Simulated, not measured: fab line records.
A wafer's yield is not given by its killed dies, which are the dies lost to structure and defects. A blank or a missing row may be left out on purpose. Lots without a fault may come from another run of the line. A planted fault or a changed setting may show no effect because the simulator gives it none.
Matching of chambers + flow n5 finfet + 3 sister chambers for N5_BEOL_M1_ILD_DEP_00 on pecvd-02
The step deposits SiOC from DEMS/O2, target thk 79 nm, time 15.3 s. 6 wafers are shown with their chamber, then 8 later ones without.

WAFERS WITH THEIR CHAMBER
| wafer  | chamber | heater power w (W) | throttle valve pct (%) |
|--------|---------|--------------------|------------------------|
| L080.1 | 0       | 595                | 11.6                   |
| L084.3 | 0       | 581                | 11.6                   |
| L085.1 | 1       | 346                | 12.1                   |
| L085.2 | 2       | 537                | 11.2                   |
| L085.6 | 1       | 355                | 12.3                   |
| L087.3 | 2       | 474                | 11.3                   |

WAFERS WITHOUT THEIR CHAMBER
| wafer  | heater power w (W) | throttle valve pct (%) |
|--------|--------------------|------------------------|
| L087.5 | 399                | 12.4                   |
| L087.6 | 474                | 11.1                   |
| L095.2 | 359                | 12.4                   |
| L095.3 | 531                | 11.4                   |
| L095.5 | 364                | 12.4                   |
| L097.1 | 359                | 12.5                   |
| L097.2 | 520                | 11.3                   |
| L097.3 | 587                | 11.7                   |

WHICH CHAMBER EACH WENT THROUGH
| wafer  | from the rows above     | in truth |
|--------|-------------------------|----------|
| L087.5 | 1                       | 1        |
| L087.6 | 2                       | 2        |
| L095.2 | 1                       | 1        |
| L095.3 | can't be placed: 2 or 0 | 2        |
| L095.5 | 1                       | 1        |
| L097.1 | 1                       | 1        |
| L097.2 | 2                       | 2        |
| L097.3 | 0                       | 0        |
Correctly placed: 7 of 8. These rows do not allow placing 1 (true chamber among the candidates in 1). Placed wrongly: 0.
How it was worked out, from the rows above alone: a wafer's distance from a chamber is the root of the sum, over the readings, of the square of ((its reading less the chamber's mean) divided by the reading's scatter). The wafer belongs to the nearest chamber; if the next one is less than 2 further off, it can't be placed. The mean given for a chamber averages the wafers shown for that chamber. The scatter is the square root of a quotient: the sum, over the shown wafers, of each reading's squared deviation from its chamber's mean, divided by wafers minus chambers.
